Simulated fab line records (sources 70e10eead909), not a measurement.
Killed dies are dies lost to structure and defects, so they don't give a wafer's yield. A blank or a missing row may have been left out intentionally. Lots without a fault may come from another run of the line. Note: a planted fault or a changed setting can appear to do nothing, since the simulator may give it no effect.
fab line records | flow nand-harc
record: lots: 24 wafers: 72 last-day: 34
route steps=1302 shown A_M0@1157 A_M1@1199 A_BONDPAD@1203 HYBRID_BOND@1237 THIN_TSV@1296
lots untouched by any fault: they come from a run of this same line in which no faults occurred
start-h: hours from the record's opening day to when the first of the lot's shown wafers began | wait-h: hours from the lot's prior step to this one | " as in the row above | L1.1+2: several wafers, shown together as one row | - either no value or no given start | * or withheld: withheld | < > ~ a bound
route shown NAME@n: names a module that has steps shown in the file, with the first one's number in the route | usual: mean and standard deviation over wafers with no fault | same: alike in all rows | chamber/n: place in a boat | sites: the reading at each site | _std_site: standard deviation across them | _edge_site: mean of outer sites minus mean of inner sites | radius-mm: for every site, how far away it sits from the centre of the wafer | mask NAME#n: copy n | behind: the tool/chamber that last shaped the wafer | hold: the reason the lot was held/the length of the hold in hours/how it ended | device: the n, p or np transistor that did not switch | end of line: the same wafers' tests at the end of the route | a step without rows: its recipe alone | killed: dies that structure and defects cost at the first sort, which is not the same as the wafer's yield | map: the dies of a wafer, with x for killed, . for not killed, _ for no die there
set.NAME: the run value of the setting; set.NAME@STEP: its run value at that earlier step | model.NAME: the simulator's own value behind a step, which no gauge read
steps of the route over a sample of lots; a table a step, a row a wafer
services: when a tool's chamber went out of use (start-h, in hours from the record's first day, below 0 if earlier), for how many hours, and the reason
== steps ==
step: NHARC_A_M0_PRE_CLEAN_29
recipe: time-s: 30 temp-c: 280 gas: H2/He
usual: heater-power-w: 400/32 susceptor-temp-C: 280.02/0.19
columns lot.wafer tool chamber start-h wait-h heater-power-w susceptor-temp-C
L075.1 pvd-sputter-02 - - - 395 279.66
L075.2 " - " " 426 280.16
L075.5 " - " " 399 279.67
L074.3 pvd-sputter-01 - - - 399 280.15
L074.6 " - " " 409 280.17
L074.5 " - " " 418 280.08
L076.2 pvd-sputter-03 - - - 363 279.88
L076.6 " - " " 382 279.89
L076.5 " - " " 355 279.81
L078.1 pvd-sputter-02 - - - 327 280.27
L078.6 " - " " 412 279.94
L078.5 " - " " 393 280.20
L077.3 pvd-sputter-01 - - - 428 279.53
L077.2 " - " " 400 279.95
L077.5 " - " " 408 280.17
L079.1 pvd-sputter-03 - - - 372 279.60
L079.5 " - " " 456 280.06
L079.6 " - " " 382 280.20
L080.2 pvd-sputter-03 - - - 372 279.85
L080.3 " - " " 393 279.79
L080.5 " - " " 372 280.15
L081.2 pvd-sputter-03 - - - 396 280.07
L081.4 " - " " 444 279.92
L081.3 " - " " 374 280.12
L082.2 pvd-sputter-01 - - - 426 280.13
L082.1 " - " " 408 279.96
L082.4 " - " " 420 280.16
L084.2 pvd-sputter-02 - - - 335 280.01
L084.1 " - " " 407 279.99
L084.6 " - " " 412 279.94
L083.2 pvd-sputter-01 - - - 428 280.00
L083.3 " - " " 402 280.11
L083.1 " - " " 413 280.16
L085.3 pvd-sputter-03 - - - 369 280.09
L085.2 " - " " 370 280.15
L085.6 " - " " 395 279.79
L086.2 pvd-sputter-03 - - - 376 279.90
L086.1 " - " " 449 280.19
L086.5 " - " " 364 279.59
L087.1 pvd-sputter-02 - - - 300 279.76
L087.3 " - " " 441 279.76
L087.6 " - " " 404 280.04
L089.2 pvd-sputter-01 - - - 415 280.33
L089.5 " - " " 414 280.16
L089.6 " - " " 431 279.83
L088.2 pvd-sputter-01 - - - 403 280.06
L088.3 " - " " 425 280.29
L088.5 " - " " 430 279.89
L092.4 pvd-sputter-02 - - - 393 279.84
L092.2 " - " " 317 279.86
L092.1 " - " " 433 280.46
L090.2 pvd-sputter-01 - - - 421 279.89
L090.5 " - " " 393 280.07
L090.6 " - " " 417 279.90
L091.2 pvd-sputter-01 - - - 421 280.15
L091.4 " - " " 428 279.96
L091.6 " - " " 426 279.92
L095.2 pvd-sputter-02 - - - 316 279.80
L095.5 " - " " 310 280.17
L095.6 " - " " 402 280.04
L093.4 pvd-sputter-01 - - - 428 279.90
L093.1 " - " " 420 279.73
L093.6 " - " " 412 279.75
L094.1 pvd-sputter-03 - - - 375 279.94
L094.4 " - " " 400 279.91
L094.5 " - " " 380 280.28
L096.4 pvd-sputter-03 - - - 399 280.30
L096.1 " - " " 435 279.88
L096.3 " - " " 375 280.13
L097.2 pvd-sputter-03 - - - 387 279.67
L097.1 " - " " 363 279.84
L097.5 " - " " 429 280.07
step: NHARC_A_M1_INSPECT_27
usual: raw-defect-count: 529/130
columns lot.wafer tool chamber start-h wait-h raw-defect-count
L075.1 defect-inspect-01 - 538.55 0.0 427
L075.2 " - " " 459
L075.5 " - " " 425
L074.3 defect-inspect-02 - 541.28 0.0 575
L074.5 " - " " 510
L074.6 " - " " 594
L076.2 defect-inspect-01 - 547.19 0.0 395
L076.5 " - " " 463
L076.6 " - " " 426
L078.1 defect-inspect-02 - 549.94 0.0 618
L078.5 " - " " 675
L078.6 " - " " 494
L077.2 defect-inspect-02 - 557.61 0.0 489
L077.3 " - " " 547
L077.5 " - " " 439
L079.1 defect-inspect-01 - 589.81 0.0 553
L079.5 " - " " 563
L079.6 " - " " 611
L080.2 defect-inspect-01 - 592.95 0.0 474
L080.3 " - " " 619
L080.5 " - " " 512
L081.2 defect-inspect-01 - 596.47 0.0 475
L081.3 " - " " 531
L081.4 " - " " 557
L082.1 defect-inspect-01 - 629.31 0.0 482
L082.2 " - " " 457
L082.4 " - " " 525
L084.1 defect-inspect-02 - 629.91 0.0 397
L084.2 " - " " 360
L084.6 " - " " 339
L083.1 defect-inspect-02 - 631.15 0.0 439
L083.2 " - " " 379
L083.3 " - " " 481
L085.2 defect-inspect-01 - 647.60 0.0 466
L085.3 " - " " 617
L085.6 " - " " 480
L086.1 defect-inspect-01 - 649.23 0.0 622
L086.2 " - " " 576
L086.5 " - " " 522
L087.1 defect-inspect-02 - 661.22 0.0 462
L087.3 " - " " 414
L087.6 " - " " 366
L089.2 defect-inspect-02 - 673.57 0.0 419
L089.5 " - " " 470
L089.6 " - " " 404
L088.2 defect-inspect-01 - 678.05 0.0 572
L088.3 " - " " 447
L088.5 " - " " 491
L092.1 defect-inspect-02 - 709.59 0.0 910
L092.2 " - " " 831
L092.4 " - " " 1004
L090.2 defect-inspect-01 - 713.69 0.0 460
L090.5 " - " " 697
L090.6 " - " " 492
L091.2 defect-inspect-02 - 718.26 0.0 640
L091.4 " - " " 1170
L091.6 " - " " 655
L095.2 defect-inspect-01 - 727.20 0.0 485
L095.5 " - " " 436
L095.6 " - " " 651
L093.1 defect-inspect-02 - 733.19 0.0 444
L093.4 " - " " 353
L093.6 " - " " 549
L094.1 defect-inspect-02 - 733.98 0.0 650
L094.4 " - " " 444
L094.5 " - " " 535
L096.1 defect-inspect-01 - 758.01 0.0 541
L096.3 " - " " 507
L096.4 " - " " 518
L097.1 defect-inspect-01 - 771.39 0.0 484
L097.2 " - " " 403
L097.5 " - " " 501
step: NHARC_A_BONDPAD_CMP_29
recipe: target-thk-nm: 200 material: SiCN
usual: motor-current-A: 11.9/1.2
columns lot.wafer tool chamber start-h wait-h motor-current-A
L075.2 cmp-04 0 539.69 - 13.1
L075.1 " 1 " " 12.0
L075.5 " 0 " " 13.3
L074.3 cmp-04 1 542.41 - 11.1
L074.6 " 0 " " 13.8
L074.5 " 1 " " 11.3
L076.2 cmp-02 2 548.32 - 12.1
L076.5 " 1 " " 12.0
L076.6 " 2 " " 11.3
L078.1 cmp-03 2 551.10 - 11.4
L078.5 " 0 " " 10.9
L078.6 " 1 " " 10.9
L077.3 cmp-02 0 558.71 - 14.0
L077.2 " 1 " " 11.7
L077.5 " 0 " " 13.7
L079.1 cmp-04 1 591.09 - 11.8
L079.6 " 1 " " 11.5
L079.5 " 2 " " 12.5
L080.2 cmp-03 0 594.25 - 10.9
L080.3 " 1 " " 11.2
L080.5 " 2 " " 11.2
L081.2 cmp-04 1 597.61 - 11.3
L081.3 " 2 " " 13.1
L081.4 " 0 " " 14.0
L082.2 cmp-03 2 630.45 - 11.7
L082.4 " 3 " " 10.5
L082.1 " 0 " " 10.8
L084.2 cmp-04 3 631.02 - 10.6
L084.1 " 2 " " 12.7
L084.6 " 3 " " 9.9
L083.3 cmp-04 0 632.25 - 13.4
L083.2 " 1 " " 11.3
L083.1 " 3 " " 10.3
L085.2 cmp-04 0 648.71 - 13.5
L085.3 " 2 " " 13.1
L085.6 " 0 " " 13.4
L086.2 cmp-02 2 650.39 - 11.1
L086.1 " 3 " " 12.4
L086.5 " 1 " " 12.9
L087.3 cmp-02 2 662.32 - 10.8
L087.1 " 0 " " 13.8
L087.6 " 2 " " 11.3
L089.2 cmp-03 1 674.90 - 11.7
L089.5 " 3 " " 10.7
L089.6 " 0 " " 11.3
L088.3 cmp-02 1 679.16 - 11.9
L088.2 " 3 " " 12.1
L088.5 " 2 " " 11.2
L092.2 cmp-04 3 710.70 - 9.9
L092.1 " 1 " " 11.7
L092.4 " 2 " " 12.6
L090.2 cmp-04 1 714.85 - 11.6
L090.6 " 3 " " 9.9
L090.5 " 0 " " 12.8
L091.4 cmp-03 0 719.37 - 11.0
L091.2 " 3 " " 10.0
L091.6 " 0 " " 10.8
L095.2 cmp-04 0 728.58 - 13.6
L095.5 " 1 " " 12.2
L095.6 " 2 " " 12.9
L093.1 cmp-02 0 734.51 - 13.0
L093.4 " 1 " " 11.6
L093.6 " 3 " " 12.2
L094.4 cmp-02 1 735.23 - 11.8
L094.1 " 2 " " 11.4
L094.5 " 0 " " 14.1
L096.4 cmp-04 0 759.12 - 14.1
L096.3 " 1 " " 10.9
L096.1 " 3 " " 10.8
L097.2 cmp-02 1 772.53 - 12.0
L097.1 " 3 " " 12.5
L097.5 " 1 " " 12.3
step: NHARC_A_BONDPAD_ANNEAL_28
recipe: temp-c: 225 time-s: 90
usual: wafer_temp_C_max: 225.96/0.23
columns lot.wafer tool chamber start-h wait-h wafer_temp_C_max
L075.1 rtp-anneal-02 0 542.43 0.3 225.58
L075.2 " 0 " " 225.73
L075.5 " 0 " " 225.92
L074.3 rtp-anneal-02 0 545.19 - 226.04
L074.5 " 0 " " 225.65
L074.6 " 0 " " 226.15
L076.2 rtp-anneal-02 0 551.05 0.3 226.12
L076.5 " 0 " " 225.80
L076.6 " 0 " " 225.92
L078.1 rtp-anneal-01 0 553.85 - 225.90
L078.5 " 0 " " 225.84
L078.6 " 0 " " 225.72
L077.2 rtp-anneal-01 0 561.65 0.5 225.90
L077.3 " 0 " " 226.46
L077.5 " 0 " " 225.91
L079.1 rtp-anneal-02 0 593.87 - 226.14
L079.5 " 0 " " 226.13
L079.6 " 0 " " 225.70
L080.2 rtp-anneal-02 0 596.91 - 225.81
L080.3 " 0 " " 225.97
L080.5 " 0 " " 225.59
L081.2 rtp-anneal-02 0 600.37 - 225.91
L081.3 " 0 " " 226.10
L081.4 " 0 " " 226.06
L082.1 rtp-anneal-02 0 633.14 - 226.21
L082.2 " 0 " " 225.74
L082.4 " 0 " " 225.96
L084.1 rtp-anneal-02 0 633.73 0.3 225.94
L084.2 " 0 " " 225.83
L084.6 " 0 " " 226.45
L083.1 rtp-anneal-01 0 634.96 - 226.02
L083.2 " 0 " " 225.69
L083.3 " 0 " " 225.83
L085.2 rtp-anneal-01 0 651.56 0.3 225.93
L085.3 " 0 " " 225.59
L085.6 " 0 " " 225.76
L086.1 rtp-anneal-02 0 653.11 0.3 225.77
L086.2 " 0 " " 226.03
L086.5 " 0 " " 225.85
L087.1 rtp-anneal-02 0 664.93 0.3 226.17
L087.3 " 0 " " 225.85
L087.6 " 0 " " 225.73
L089.2 rtp-anneal-01 0 677.61 - 225.95
L089.5 " 0 " " 226.36
L089.6 " 0 " " 226.14
L088.2 rtp-anneal-01 0 681.92 0.3 225.75
L088.3 " 0 " " 226.19
L088.5 " 0 " " 225.65
L092.1 rtp-anneal-01 0 713.28 - 225.53
L092.2 " 0 " " 225.94
L092.4 " 0 " " 225.73
L090.2 rtp-anneal-02 0 717.63 0.4 225.88
L090.5 " 0 " " 226.04
L090.6 " 0 " " 226.02
L091.2 rtp-anneal-01 0 722.20 - 225.65
L091.4 " 0 " " 225.75
L091.6 " 0 " " 225.66
L095.2 rtp-anneal-02 0 731.31 - 225.73
L095.5 " 0 " " 225.44
L095.6 " 0 " " 225.91
L093.1 rtp-anneal-01 0 737.26 - 226.18
L093.4 " 0 " " 225.79
L093.6 " 0 " " 225.84
L094.1 rtp-anneal-02 0 738.07 0.3 226.07
L094.4 " 0 " " 225.71
L094.5 " 0 " " 226.23
L096.1 rtp-anneal-02 0 761.88 0.3 226.14
L096.3 " 0 " " 226.16
L096.4 " 0 " " 225.79
L097.1 rtp-anneal-01 0 775.21 - 225.91
L097.2 " 0 " " 226.21
L097.5 " 0 " " 226.24
step: NHARC_HYBRID_BOND_ACTIVATE_00
recipe: time-s: 60 n2-flow-sccm: 200 ar-flow-sccm: 0 bias-power-w: 0 chemistry: N2
usual: drypump-motor-current-A: 5.46/0.22 oes-product-au: 1.002/0.0084 rf-vpp-V: 63.8/0.96 showerhead-plenum-p-Torr: 1.70/0.066
columns lot.wafer tool chamber start-h wait-h drypump-motor-current-A oes-product-au rf-hours-counter-h rf-vpp-V showerhead-plenum-p-Torr
L075.1 rie-diel-06 2 543.38 0.1 5.59 1.001 5 64.6 1.76
L075.2 " 3 " " 5.45 0.989 5 63.3 1.63
L075.5 " 2 " " 5.60 1.000 - 64.4 1.76
L074.3 rie-diel-06 3 546.05 0.1 5.48 0.990 5 64.4 1.63
L074.5 " 2 " " 5.55 1.004 - 64.7 1.76
L074.6 " 3 " " 5.45 0.995 - 63.6 1.63
L076.2 rie-diel-06 3 551.95 0.1 5.45 0.999 5 63.6 1.63
L076.6 " 3 " " 5.49 1.006 - 62.0 1.63
L076.5 " 0 " " 5.16 1.013 - 64.0 1.70
L078.1 rie-diel-13 0 554.82 0.1 5.31 0.996 12 62.7 1.64
L078.6 " 1 " " 5.52 0.995 - 63.6 1.69
L078.5 " 2 " " 5.63 1.007 - 63.5 1.73
L077.3 rie-diel-06 0 562.84 0.1 5.17 0.994 6 64.1 1.70
L077.2 " 1 " " 5.45 0.994 8 63.4 1.63
L077.5 " 2 " " 5.57 1.005 - 64.3 1.76
L079.1 rie-diel-06 1 594.87 0.1 5.47 1.000 10 63.0 1.63
L079.6 " 2 " " 5.58 1.007 - 63.9 1.76
L079.5 " 3 " " 5.51 0.997 - 63.2 1.63
L080.2 rie-diel-06 2 597.83 0.1 5.57 1.010 10 65.8 1.76
L080.3 " 3 " " 5.46 0.995 9 63.6 1.63
L080.5 " 1 " " 5.43 1.002 - 63.0 1.63
L081.3 rie-diel-06 0 601.27 0.1 5.14 1.007 9 64.4 1.70
L081.2 " 1 " " 5.42 0.991 11 62.7 1.63
L081.4 " 0 " " 5.15 0.997 - 64.7 1.70
L082.4 rie-diel-01 2 634.08 0.1 5.91 1.003 22 65.5 1.86
L082.2 " 3 " " 5.07 1.007 19 63.4 1.73
L082.1 " 0 " " 5.36 0.997 26 64.7 1.75
L084.2 rie-diel-13 1 634.68 0.1 5.54 1.008 41 63.0 1.68
L084.1 " 3 " " 5.71 1.004 45 63.7 1.71
L084.6 " 1 " " 5.53 1.012 - 62.6 1.68
L083.3 rie-diel-13 1 635.89 0.1 5.54 1.008 41 64.8 1.68
L083.2 " 2 " " 5.65 1.014 41 64.5 1.72
L083.1 " 3 " " 5.69 1.010 45 64.3 1.71
L085.2 rie-diel-13 3 652.44 0.1 5.70 1.006 52 64.1 1.71
L085.3 " 1 " " 5.55 0.997 47 64.8 1.68
L085.6 " 3 " " 5.69 1.009 - 64.8 1.71
L086.1 rie-diel-06 0 654.04 0.1 5.17 1.009 11 64.5 1.70
L086.2 " 3 " " 5.50 0.998 12 62.2 1.63
L086.5 " 1 " " 5.40 1.007 - 63.7 1.63
L087.1 rie-diel-01 0 665.89 0.1 5.38 0.995 31 65.1 1.75
L087.3 " 1 " " 6.20 1.011 34 65.2 1.86
L087.6 " 0 " " 5.36 0.986 - 65.7 1.75
L089.2 rie-diel-06 0 678.54 0.1 5.16 0.997 0 64.4 1.70
L089.6 " 1 " " 5.44 1.006 - 63.9 1.63
L089.5 " 2 " " 5.56 1.007 - 63.1 1.76
L088.3 rie-diel-06 2 682.79 0.1 5.57 1.027 0 63.6 1.76
L088.2 " 1 " " 5.42 0.993 0 62.8 1.63
L088.5 " 3 " " 5.51 1.005 - 63.6 1.63
L092.2 rie-diel-06 0 714.23 0.1 5.16 0.990 3 63.4 1.69
L092.1 " 1 " " 5.43 0.992 4 63.9 1.63
L092.4 " 2 " " 5.55 1.003 3 62.4 1.76
L090.2 rie-diel-06 0 718.58 0.1 5.16 0.999 3 64.0 1.69
L090.5 " 1 " " 5.42 0.993 - 62.6 1.63
L090.6 " 2 " " 5.54 1.014 - 62.2 1.76
L091.2 rie-diel-01 3 723.09 0.1 5.09 1.003 52 64.7 1.72
L091.4 " 1 " " 6.23 1.000 52 64.9 1.86
L091.6 " 3 " " 5.07 1.005 - 63.8 1.72
L095.2 rie-diel-06 2 732.24 0.1 5.56 1.017 5 63.1 1.76
L095.5 " 3 " " 5.48 1.020 - 63.9 1.63
L095.6 " 0 " " 5.16 0.998 - 62.3 1.69
L093.1 rie-diel-13 1 738.21 0.1 5.53 1.001 13 63.1 1.67
L093.4 " 3 " " 5.71 0.996 13 63.4 1.70
L093.6 " 0 " " 5.31 0.986 - 65.8 1.91
L094.1 rie-diel-06 1 739.01 0.1 5.43 0.998 5 63.5 1.63
L094.4 " 0 " " 5.15 0.993 5 63.6 1.69
L094.5 " 2 " " 5.58 1.012 - 64.7 1.76
L096.4 rie-diel-06 1 762.85 0.1 5.45 0.984 8 64.4 1.63
L096.3 " 2 " " 5.56 1.018 8 63.5 1.76
L096.1 " 0 " " 5.17 0.990 8 63.6 1.69
L097.1 rie-diel-06 3 776.16 0.1 5.47 1.010 8 62.6 1.63
L097.2 " 2 " " 5.55 1.015 8 65.5 1.76
L097.5 " 3 " " 5.44 1.009 - 64.1 1.63
step: NHARC_THIN_TSV_STRIP_56
recipe: power-w: 1500 temp-c: 250 chemistry: O2
usual: drypump-motor-current-A: 6.0/0.41 heater-power-w: 340/24
columns lot.wafer tool chamber start-h wait-h drypump-motor-current-A heater-power-w rf-hours-counter-h
L074.3 plasma-asher-02 0 562.14 0.2 5.9 306 -
L074.6 " 1 " " 6.3 354 -
L074.5 " 0 " " 5.9 309 -
L075.1 plasma-asher-02 0 563.24 0.1 5.9 312 25
L075.2 " 1 " " 6.2 348 25
L075.5 " 0 " " 5.9 307 -
L076.2 plasma-asher-02 0 570.68 0.1 5.9 301 27
L076.6 " 1 " " 6.2 361 -
L076.5 " 0 " " 5.9 303 -
L078.1 plasma-asher-01 0 571.91 0.1 6.3 341 9
L078.5 " 1 " " 5.3 354 -
L078.6 " 0 " " 6.3 332 -
L077.2 plasma-asher-02 0 582.94 0.1 5.9 305 29
L077.3 " 1 " " 6.2 351 -
L077.5 " 0 " " 5.9 312 -
L080.2 plasma-asher-01 1 616.13 0.1 5.3 368 19
L080.3 " 0 " " 6.3 348 -
L080.5 " 0 " " 6.4 344 -
L079.1 plasma-asher-02 0 617.48 0.1 5.9 296 2
L079.5 " 0 " " 5.9 295 -
L079.6 " 1 " " 6.2 359 -
L081.2 plasma-asher-01 0 620.81 0.1 6.3 336 21
L081.3 " 1 " " 5.3 366 -
L081.4 " 0 " " 6.3 337 -
L082.1 plasma-asher-01 1 652.43 0.1 5.3 360 27
L082.2 " 0 " " 6.4 340 27
L082.4 " 1 " " 5.3 362 -
L084.1 plasma-asher-01 1 653.55 0.1 5.3 367 27
L084.2 " 0 " " 6.4 336 27
L084.6 " 1 " " 5.3 358 -
L083.2 plasma-asher-01 1 655.03 0.1 5.3 352 28
L083.1 " 0 " " 6.3 342 28
L083.3 " 0 " " 6.3 339 -
L085.2 plasma-asher-01 0 672.18 0.1 6.3 347 32
L085.3 " 1 " " 5.3 362 -
L085.6 " 1 " " 5.3 357 -
L086.1 plasma-asher-01 1 673.40 0.1 5.3 368 32
L086.2 " 0 " " 6.3 345 32
L086.5 " 0 " " 6.3 342 -
L087.1 plasma-asher-02 1 684.57 0.1 6.3 360 15
L087.3 " 0 " " 5.9 302 -
L087.6 " 0 " " 5.9 305 -
L089.2 plasma-asher-02 1 698.31 0.1 6.3 357 18
L089.5 " 0 " " 5.9 297 -
L089.6 " 1 " " 6.3 355 -
L088.2 plasma-asher-02 1 699.62 0.1 6.2 353 19
L088.3 " 0 " " 5.9 301 -
L088.5 " 1 " " 6.3 361 -
L092.1 plasma-asher-02 1 734.40 0.1 6.2 348 26
L092.2 " 0 " " 5.9 293 26
L092.4 " 1 " " 6.2 351 -
L090.2 plasma-asher-02 1 758.16 0.1 6.2 351 29
L090.6 " 0 " " 5.9 299 -
L090.5 " 1 " " 6.3 350 -
L091.2 plasma-asher-01 0 759.33 0.1 6.3 358 10
L091.4 " 1 " " 5.3 354 -
L091.6 " 1 " " 5.3 369 -
L095.2 plasma-asher-01 1 760.58 0.1 5.3 361 10
L095.5 " 1 " " 5.3 356 -
L095.6 " 0 " " 6.3 355 -
L093.1 plasma-asher-02 1 762.89 0.1 6.2 361 31
L093.4 " 0 " " 5.9 298 -
L093.6 " 0 " " 5.9 302 -
L094.1 plasma-asher-01 0 764.19 0.1 6.3 349 11
L094.4 " 1 " " 5.3 355 -
L094.5 " 0 " " 6.3 350 -
L096.1 plasma-asher-01 0 781.56 0.1 6.4 360 16
L096.3 " 0 " " 6.4 352 -
L096.4 " 1 " " 5.3 364 -
L097.2 plasma-asher-02 0 795.22 0.1 5.9 294 1
L097.1 " 1 " " 6.2 339 1
L097.5 " 1 " " 6.3 343 -
== services ==
columns tool chamber start-h hours kind
plasma-asher-02 - 509.83 4.7 repair
plasma-asher-01 - 519.00 9.0 pm
pvd-sputter-01 - 519.74 4.8 repair
pvd-sputter-03 - 520.70 3.6 repair
cmp-04 - 525.26 4.0 pm
cmp-04 - 571.91 1.6 repair
cmp-04 - 598.61 6.1 repair
rie-diel-06 2 599.96 11.0 repair
plasma-asher-02 - 603.24 9.0 pm
cmp-04 - 623.26 4.0 pm
rie-diel-06 - 630.13 11.1 repair
rie-diel-06 - 661.20 9.0 pm
plasma-asher-01 - 696.00 9.0 pm
rie-diel-06 - 699.84 0.4 repair
cmp-04 - 700.15 2.2 repair
cmp-04 - 715.63 3.7 repair
cmp-04 - 721.26 4.0 pm
rtp-anneal-01 - 727.39 6.3 repair
cmp-04 - 733.96 3.7 repair
rtp-anneal-02 - 744.00 12.0 pm
rie-diel-06 1 768.98 6.4 repair
plasma-asher-02 - 780.24 9.0 pm
cmp-04 - 790.34 4.3 repair
rie-diel-06 0 794.71 6.2 repair
== key ==
fault none
